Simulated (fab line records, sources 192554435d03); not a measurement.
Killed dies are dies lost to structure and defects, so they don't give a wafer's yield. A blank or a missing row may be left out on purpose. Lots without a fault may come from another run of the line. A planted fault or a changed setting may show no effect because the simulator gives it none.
fab line records | flow n5_finfet
record lots=9 wafers=27 last_day=19
route steps=1938 shown BEOL_M5@1148 PASSIVATION@1936
lots that met no fault: from a run of the same line without faults
start_h: hours from the record's first day to the start of the lot's first wafer shown | wait_h: hours since the lot's step before | " the same as in the row above | L1.1+2: a row that stands for several wafers | - no value, or no start given | * or withheld: withheld | < > ~ a bound
route shown NAME@n: a module of which the file shows steps, and the number in the route of the first | usual: mean/standard deviation of fault-free wafers | same: alike in all rows | chamber/n: place in a boat | sites: the reading at each site | _std_site: their standard deviation | _edge_site: outer sites' mean less inner sites' | radius_mm: how far each site lies from the wafer's centre | mask NAME#n: copy n | behind: the tool/chamber that last shaped the wafer | hold: why the lot was held/for how many hours/how that ended | device: the transistor (n, p or np) that didn't switch | end of line: the same wafers' tests at the end of the route | a step without rows: its recipe alone | killed: dies lost to structure and defects at the first sort, not the wafer's yield | map: a wafer's dies, x killed, . not, _ none there
set.NAME: the setting as run; set.NAME@STEP: as run at that earlier step | model.NAME: the simulator's own value behind a step, which no gauge read
steps of the route over a sample of lots; a table a step, a row a wafer
services: from which hour (start_h, from the record's first day; less than 0 if before it) a tool's chamber was out of use, for how many hours, and why
## steps
# step N5_BEOL_M5_CD_MEAS_28
# recipe target_cd_nm=30.6 landing_energy_ev=500 detector=se_inlens target_cd_y_nm=20 polarity=opening
# usual cd_nm=30.54/0.22
# columns lot.wafer tool chamber start_h wait_h cd_nm
L138.4 cd_sem-03 0 195.63 - 30.17
L138.5 " 0 " " 30.48
L138.6 " 0 " " 30.43
L141.2 cd_sem-01 0 220.81 - 30.59
L141.3 " 0 " " 30.78
L141.6 " 0 " " 30.65
L144.2 cd_sem-01 0 229.49 - 30.36
L144.3 " 0 " " 30.56
L144.6 " 0 " " 30.60
L143.2 cd_sem-01 0 239.73 - 30.60
L143.4 " 0 " " 30.54
L143.5 " 0 " " 30.32
L142.3 cd_sem-01 0 241.34 - 30.40
L142.5 " 0 " " 30.46
L142.6 " 0 " " 30.14
L149.2 cd_sem-02 0 279.82 - 30.44
L149.3 " 0 " " 30.74
L149.5 " 0 " " 30.47
L154.1 cd_sem-01 0 291.04 - 30.42
L154.3 " 0 " " 30.35
L154.6 " 0 " " 30.67
L155.1 cd_sem-02 0 309.48 - 30.55
L155.2 " 0 " " 30.39
L155.3 " 0 " " 30.61
L157.4 cd_sem-01 0 335.51 - 30.31
L157.5 " 0 " " 30.32
L157.6 " 0 " " 30.83
# step N5_BEOL_M5_ETCH_75
# recipe chemistry=N2/H2 target=underlayer target_depth_a=65 mask_material=CAR-EUV time_s=5.2 ion_energy_ev=200 pressure_mtorr=30 source_w=840 bias_w=150 n2_flow_sccm=200 h2_flow_sccm=200 ends=cleared
# usual drypump_motor_current_A=5.4/0.39 etch_rf_on_time_s=5.17/0.099 h2_flow_sccm=200.0/0.61 oes_product_au=0.67/0.071 rf_fwd_power_W=819.3/2.8 rf_vpp_V=523.9/2.3 showerhead_plenum_p_Torr=2.54/0.058 throttle_valve_pct=17.86/0.24
# columns lot.wafer tool chamber start_h wait_h drypump_motor_current_A etch_rf_on_time_s h2_flow_sccm oes_product_au rf_fwd_power_W rf_hours_counter_h rf_vpp_V showerhead_plenum_p_Torr throttle_valve_pct
L138.4 rie_diel-05 1 195.79 0.0 4.9 5.21 199.5 0.74 824.0 63 521.5 2.47 17.52
L138.5 " 1 " " 4.9 5.18 200.4 0.74 818.2 - 521.7 2.47 17.56
L138.6 " 0 " " 4.9 5.25 199.9 0.60 816.5 - 523.3 2.51 18.10
L141.2 rie_diel-06 1 220.96 0.0 5.7 5.15 200.6 0.79 818.2 13 528.6 2.70 17.67
L141.3 " 3 " " 5.1 4.96 200.3 0.83 818.0 7 521.0 2.49 17.68
L141.6 " 3 " " 5.1 5.00 200.2 0.83 817.2 - 523.5 2.49 17.67
L144.2 rie_diel-05 0 229.65 0.0 4.9 5.30 199.6 0.58 818.3 234 524.1 2.51 18.12
L144.3 " 2 " " 5.8 5.08 199.5 0.67 814.5 114 522.5 2.56 18.16
L144.6 " 3 " " 5.4 5.31 200.1 0.65 817.9 - 526.3 2.54 17.57
L143.2 rie_diel-03 3 239.89 0.0 5.4 5.06 200.0 0.63 823.5 162 523.0 2.54 18.17
L143.4 " 2 " " 5.7 5.24 200.4 0.59 817.8 202 525.8 2.61 17.59
L143.5 " 2 " " 5.8 5.21 200.2 0.59 817.3 - 525.7 2.61 17.63
L142.3 rie_diel-05 2 241.50 0.0 5.8 5.07 200.0 0.69 816.3 117 522.3 2.56 18.15
L142.5 " 0 " " 4.9 5.24 201.1 0.57 817.6 - 523.5 2.51 18.15
L142.6 " 1 " " 4.9 5.20 200.6 0.72 817.8 - 518.2 2.47 17.56
L149.2 rie_diel-05 3 280.02 0.0 5.4 5.33 200.3 0.62 821.2 152 526.1 2.54 17.59
L149.3 " 2 " " 5.8 5.08 200.0 0.68 820.0 128 523.8 2.55 18.18
L149.5 " 2 " " 5.8 5.07 199.9 0.67 817.7 - 526.2 2.55 18.19
L154.1 rie_diel-06 2 291.21 0.0 5.8 5.09 199.2 0.65 817.8 138 527.1 2.55 17.94
L154.3 " 0 " " 5.4 5.24 199.3 0.59 817.9 235 523.2 2.51 18.16
L154.6 " 0 " " 5.4 5.29 199.8 0.60 822.5 - 523.6 2.51 18.15
L155.1 rie_diel-03 2 309.64 0.0 5.8 5.28 200.2 0.57 818.3 220 526.7 2.61 17.65
L155.2 " 1 " " 5.1 5.17 200.5 0.67 818.6 117 526.5 2.55 17.71
L155.3 " 3 " " 5.4 5.15 200.5 0.62 818.0 181 523.4 2.53 18.21
L157.4 rie_diel-06 1 335.66 0.0 5.8 5.20 200.4 0.74 822.5 48 528.0 2.69 17.73
L157.5 " 3 " " 5.2 5.05 199.7 0.75 821.4 - 522.8 2.47 17.74
L157.6 " 2 " " 5.8 5.10 200.8 0.63 817.7 - 526.5 2.55 17.99
# step N5_BEOL_M5_TRENCH_ETCH_37
# recipe chemistry=C4F6/O2 target_depth_a=716.52 target=SiCOH_lowk time_s=24.7 ion_energy_ev=250 pressure_mtorr=30 source_w=345 bias_w=185 Ar_flow_sccm=300 C4F6_flow_sccm=10 O2_flow_sccm=10
# usual drypump_motor_current_A=5.5/0.39 oes_product_au=0.78/0.082 rf_fwd_power_W=339.2/1.8 rf_vpp_V=665/7 showerhead_plenum_p_Torr=2.85/0.063 throttle_valve_pct=20.96/0.23
# same time_s=24.7
# columns lot.wafer tool chamber start_h wait_h drypump_motor_current_A oes_product_au rf_fwd_power_W rf_hours_counter_h rf_vpp_V showerhead_plenum_p_Torr throttle_valve_pct
L138.4 rie_diel-05 1 196.02 - 4.9 0.87 339.4 63 671 2.78 20.70
L138.5 " 1 " " 4.9 0.86 338.7 - 673 2.78 20.69
L138.6 " 0 " " 4.9 0.69 336.0 - 659 2.82 21.21
L141.2 rie_diel-06 1 221.19 - 5.7 0.92 339.9 13 671 3.03 20.76
L141.3 " 3 " " 5.1 0.97 339.5 7 661 2.79 20.84
L141.6 " 3 " " 5.2 0.97 339.5 - 661 2.79 20.84
L144.2 rie_diel-05 0 229.88 - 4.9 0.68 337.9 234 659 2.82 21.22
L144.3 " 2 " " 5.8 0.81 336.9 114 663 2.86 21.26
L144.6 " 3 " " 5.4 0.76 340.0 - 680 2.86 20.74
L143.2 rie_diel-03 3 240.12 - 5.4 0.74 339.7 162 657 2.84 21.23
L143.4 " 2 " " 5.8 0.69 339.9 202 669 2.94 20.70
L143.5 " 2 " " 5.8 0.69 339.8 - 669 2.94 20.70
L142.3 rie_diel-05 2 241.73 - 5.8 0.81 337.4 117 664 2.86 21.27
L142.5 " 0 " " 4.9 0.68 336.7 - 656 2.81 21.22
L142.6 " 1 " " 4.9 0.85 339.9 - 674 2.77 20.72
L149.2 rie_diel-05 3 280.25 - 5.4 0.74 338.9 152 679 2.86 20.73
L149.3 " 2 " " 5.8 0.73 254.8 128 763 2.85 21.26
L149.5 " 1 " " 4.9 0.83 338.7 - 670 2.77 20.72
L154.1 rie_diel-06 2 291.44 - 5.8 0.75 340.8 138 665 2.86 21.05
L154.3 " 0 " " 5.4 0.69 336.3 235 657 2.82 21.22
L154.6 " 0 " " 5.4 0.70 338.0 - 659 2.82 21.21
L155.1 rie_diel-03 2 309.87 - 5.8 0.68 340.1 220 671 2.93 20.74
L155.2 " 1 " " 5.1 0.79 342.7 118 669 2.87 20.81
L155.3 " 3 " " 5.4 0.73 337.6 181 656 2.83 21.26
L157.4 rie_diel-06 1 335.89 - 5.7 0.86 340.2 49 670 3.01 20.82
L157.5 " 3 " " 5.1 0.89 337.8 - 661 2.78 20.89
L157.6 " 2 " " 5.8 0.74 340.6 - 664 2.85 21.08
# step N5_BEOL_M5_OCD_MEAS_38
# usual trench_depth_nm=71.7/1.2
# columns lot.wafer tool chamber start_h wait_h trench_depth_nm
L138.4 ocd-02 - 196.17 - 72.5
L138.5 " - " " 71.9
L138.6 " - " " 70.7
L141.2 ocd-01 - 221.35 - 72.1
L141.3 " - " " 74.3
L141.6 " - " " 73.5
L144.2 ocd-02 - 230.03 - 69.9
L144.3 " - " " 72.9
L144.6 " - " " 70.1
L143.2 ocd-01 - 240.27 - 72.1
L143.4 " - " " 70.5
L143.5 " - " " 70.2
L142.3 ocd-02 - 241.88 - 73.1
L142.5 " - " " 70.9
L142.6 " - " " 73.3
L149.2 ocd-02 - 280.40 - 68.9
L149.3 " - " " 65.0
L149.5 " - " " 71.6
L154.1 ocd-01 - 291.59 - 72.0
L154.3 " - " " 70.1
L154.6 " - " " 69.9
L155.1 ocd-02 - 310.03 - 70.2
L155.2 " - " " 71.9
L155.3 " - " " 72.3
L157.4 ocd-02 - 336.05 - 72.0
L157.5 " - " " 72.9
L157.6 " - " " 72.9
# step N5_BEOL_M5_DEGAS_44
# recipe ambient=vacuum temp_c=250 time_s=60
# usual heater_power_w=323/36 susceptor_temp_C=250.01/0.18
# same time_s=60
# columns lot.wafer tool chamber start_h wait_h heater_power_w susceptor_temp_C
L138.4 pvd_sputter-03 - 196.69 0.1 367 249.82
L138.5 " - " " 326 250.15
L138.6 " - " " 312 250.08
L141.2 pvd_sputter-02 - 222.27 0.5 348 250.02
L141.3 " - " " 344 249.80
L141.6 " - " " 340 250.10
L144.2 pvd_sputter-02 - 232.08 1.8 331 250.00
L144.3 " - " " 352 249.97
L144.6 " - " " 338 249.99
L143.2 pvd_sputter-03 - 242.07 1.5 366 250.09
L143.4 " - " " 325 250.17
L143.5 " - " " 335 250.14
L142.3 pvd_sputter-02 - 242.47 0.2 347 249.72
L142.5 " - " " 334 250.01
L142.6 " - " " 334 249.78
L149.2 pvd_sputter-02 - 281.31 0.6 347 249.81
L149.3 " - " " 337 249.96
L149.5 " - " " 341 249.88
L154.1 pvd_sputter-01 - 292.51 0.6 343 250.11
L154.3 " - " " 328 249.91
L154.6 " - " " 255 250.16
L155.1 pvd_sputter-01 - 310.74 0.5 338 249.97
L155.2 " - " " 325 249.95
L155.3 " - " " 345 250.07
L157.4 pvd_sputter-02 - 336.77 0.3 352 250.30
L157.5 " - " " 354 250.27
L157.6 " - " " 345 250.06
# step N5_BEOL_M5_THK_MEAS_53
# recipe thk_meas_gauge=xrf reads=Cu_of_BEOL_M5_ECD_50
# usual M5_THK=63.0/1.7
# columns lot.wafer tool chamber start_h wait_h M5_THK[nm]
L138.4 film_metro-02 - 202.59 - 62.1
L138.5 " - " " 62.5
L138.6 " - " " 60.0
L141.2 film_metro-02 - 228.00 - 62.4
L141.3 " - " " 63.6
L141.6 " - " " 63.4
L144.2 film_metro-02 - 238.47 - 61.8
L144.3 " - " " 64.1
L144.6 " - " " 61.2
L143.2 film_metro-01 - 247.98 - 66.5
L143.4 " - " " 64.3
L143.5 " - " " 63.8
L142.3 film_metro-02 - 248.33 - 65.5
L142.5 " - " " 62.1
L142.6 " - " " 64.5
L149.2 film_metro-02 - 287.28 - 60.7
L149.3 " - " " 54.4
L149.5 " - " " 62.6
L154.1 film_metro-01 - 298.51 - 64.1
L154.3 " - " " 62.9
L154.6 " - " " 60.4
L155.1 film_metro-02 - 316.70 - 60.0
L155.2 " - " " 63.1
L155.3 " - " " 62.8
L157.4 film_metro-01 - 342.88 - 63.0
L157.5 " - " " 66.5
L157.6 " - " " 65.1
# step N5_BEOL_M5_RS_MEAS_57
# recipe thk_meas_gauge=four-point-probe reads=Co_of_BEOL_M5_CO_CAP_78+Cu_of_BEOL_M5_ECD_50+Co_of_BEOL_M5_CVD_47+TaN_of_BEOL_M5_ALD_86
# usual M5_RS=0.386/0.013
# columns lot.wafer tool chamber start_h wait_h M5_RS[ohm/sq]
L138.4 film_metro-01 - 202.85 0.0 0.389
L138.5 " - " " 0.388
L138.6 " - " " 0.406
L141.2 film_metro-01 - 228.29 0.1 0.389
L141.3 " - " " 0.380
L141.6 " - " " 0.380
L144.2 film_metro-02 - 238.73 0.1 0.397
L144.3 " - " " 0.375
L144.6 " - " " 0.398
L143.2 film_metro-01 - 248.24 0.1 0.362
L143.4 " - " " 0.379
L143.5 " - " " 0.384
L142.3 film_metro-02 - 248.59 0.1 0.369
L142.5 " - " " 0.393
L142.6 " - " " 0.376
L149.2 film_metro-01 - 287.57 0.1 0.400
L149.3 " - " " 0.457
L149.5 " - " " 0.385
L154.1 film_metro-01 - 298.77 0.0 0.379
L154.3 " - " " 0.386
L154.6 " - " " 0.404
L155.1 film_metro-02 - 316.96 0.0 0.404
L155.2 " - " " 0.383
L155.3 " - " " 0.384
L157.4 film_metro-01 - 343.20 0.0 0.392
L157.5 " - " " 0.369
L157.6 " - " " 0.377
# step N5_PASSIVATION_PROBE_49
# usual defect_limited_yield=91.2/1.4 killed_at_M0_to_M3=34/10 killed_at_M4_up=13/5.1 killed_at_contacts=12/6.5 killed_at_front_end=41/11 killed_at_other=4/3.3 killed_dies=104/16 killed_open=69/13 killed_short=33/7 sort_bin_5_function=5.1/0.91 sort_bin_6_memory=3.3/0.69 sort_n_pass=1076/16 sort_yield_pct=91.2/1.4
# same gross_dies=1180 killed_at_back_side=0 sort_bin_4_leakage[%]=0 sort_bin_8_speed[%]=0
# columns lot.wafer tool chamber start_h wait_h defect_limited_yield[%] killed_at_M0_to_M3 killed_at_M4_up killed_at_contacts killed_at_front_end killed_at_other killed_dies killed_open killed_short sort_bin_5_function[%] sort_bin_6_memory[%] sort_n_pass sort_yield_pct[%]
L138.4 prober-02 - 298.55 0.2 89.4 37 26 10 49 3 125 85 30 5.8 4.0 1055 89.4
L138.5 prober-02 - 298.60 0.2 91.2 29 8 18 48 1 104 70 32 5.3 3.1 1076 91.2
L138.6 prober-02 - 298.65 0.3 90.9 23 16 20 47 1 107 71 33 5.8 3.1 1073 90.9
L143.2 prober-02 - 343.53 0.8 90.3 29 7 23 55 1 115 79 34 5.7 3.9 1065 90.3
L143.4 prober-02 - 343.63 0.9 91.8 18 21 22 36 0 97 72 25 5.1 3.1 1083 91.8
L143.5 prober-02 - 343.68 1.0 90.5 37 6 13 56 0 112 74 37 5.5 3.7 1068 90.5
# killed by level:class
L138.4 BEOL_M2:geometric_particle:open=14 BEOL_M4:geometric_particle:open=13 STI_FIN_REVEAL:geometric_particle:open=11 FIN_SAQP:geometric_particle:open=9 MOL_CONTACT_COAG:geometric_particle:open=7 BEOL_M0_SAQP:geometric_particle:short=6 BEOL_M0_SAQP:geometric_particle:open=5 STARTING-WAFER:geometric_particle:open=5
L138.5 STI_FIN_REVEAL:geometric_particle:open=16 MOL_CONTACT_COAG:geometric_particle:open=16 BEOL_M2:geometric_particle:open=10 FIN_SAQP:geometric_particle:short=9 BEOL_M0_SAQP:geometric_particle:open=8 STI_FIN_REVEAL:geometric_particle:short=6 FIN_SAQP:geometric_particle:open=5 BEOL_M2:geometric_particle:short=4
L138.6 STI_FIN_REVEAL:geometric_particle:open=15 MOL_CONTACT_COAG:geometric_particle:open=14 DUMMY_GATE:geometric_particle:open=8 BEOL_M4:geometric_particle:open=8 MOL_CONTACT_COAG:geometric_particle:short=6 BEOL_M0_SAQP:geometric_particle:short=6 FIN_SAQP:geometric_particle:short=5 BEOL_M0_SAQP:geometric_particle:open=4
L143.2 MOL_CONTACT_COAG:geometric_particle:open=20 FIN_SAQP:geometric_particle:open=14 STI_FIN_REVEAL:geometric_particle:open=12 FIN_SAQP:geometric_particle:short=11 DUMMY_GATE:geometric_particle:open=6 BEOL_M2:geometric_particle:open=6 BEOL_M0_SAQP:geometric_particle:short=6 BEOL_M1:geometric_particle:open=6
L143.4 MOL_CONTACT_COAG:geometric_particle:open=18 STI_FIN_REVEAL:geometric_particle:open=11 FIN_SAQP:geometric_particle:open=8 BEOL_M5:geometric_particle:open=6 BEOL_M1:geometric_particle:open=5 FIN_SAQP:geometric_particle:short=4 MOL_CONTACT_COAG:geometric_particle:short=4 BEOL_M0_SAQP:geometric_particle:short=4
L143.5 STI_FIN_REVEAL:geometric_particle:open=16 FIN_SAQP:geometric_particle:open=11 MOL_CONTACT_COAG:geometric_particle:open=9 BEOL_M1:geometric_particle:open=7 BEOL_M0_SAQP:geometric_particle:open=7 BEOL_M0_SAQP:geometric_particle:short=7 ILD0:geometric_particle:short=5 BEOL_M2:geometric_particle:open=5
## services
# columns tool chamber start_h hours kind
rie_diel-05 3 175.74 3.6 repair
rie_diel-06 3 180.34 - clean
rie_diel-06 3 180.34 - consumable_replace:focus_ring
rie_diel-06 3 180.34 15.5 scheduled_down
rie_diel-06 3 180.34 15.5 vent_cycle
rie_diel-03 0 209.33 4.7 repair
rie_diel-06 0 235.18 4.9 repair
rie_diel-03 0 268.47 1.5 repair
rie_diel-05 0 280.12 21.8 repair
rie_diel-05 0 314.89 - clean
rie_diel-05 0 314.89 - consumable_replace:focus_ring
rie_diel-05 0 314.89 23.4 scheduled_down
rie_diel-05 0 314.89 23.4 vent_cycle
rie_diel-06 2 329.05 5.4 repair
## key
first_sign step=N5_BEOL_M5_TRENCH_ETCH_37 reading=rf_fwd_power_W direction=down sigmas=46 usual=* struck=*
effect step=N5_BEOL_M5_TRENCH_ETCH_37 reading=rf_vpp_V direction=up sigmas=14 usual=665 struck=763
effect step=N5_BEOL_M5_OCD_MEAS_38 reading=trench_depth_nm direction=down sigmas=5.4 usual=71.7 struck=65.0
effect step=N5_BEOL_M5_THK_MEAS_53 reading=M5_THK direction=down sigmas=5 usual=63.0 struck=54.4
effect step=N5_BEOL_M5_RS_MEAS_57 reading=M5_RS direction=up sigmas=5.6 usual=0.386 struck=0.457
met_at N5_BEOL_M5_TRENCH_ETCH_37
struck_lots L149
struck_wafers L149.3
not_acting_at N5_BEOL_M5_CD_MEAS_28,N5_BEOL_M5_ETCH_75,N5_BEOL_M5_DEGAS_44
onset_between 241.73 280.25
fault kind=process_parameter_drift tool=rie_diel-05 chamber=2 onset_h=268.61 steps=N5_BEOL_M5_TRENCH_ETCH_37 channel=source_w offset=-82.8 shape=step end_h=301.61 acts_in=these_recipes_only stated=345
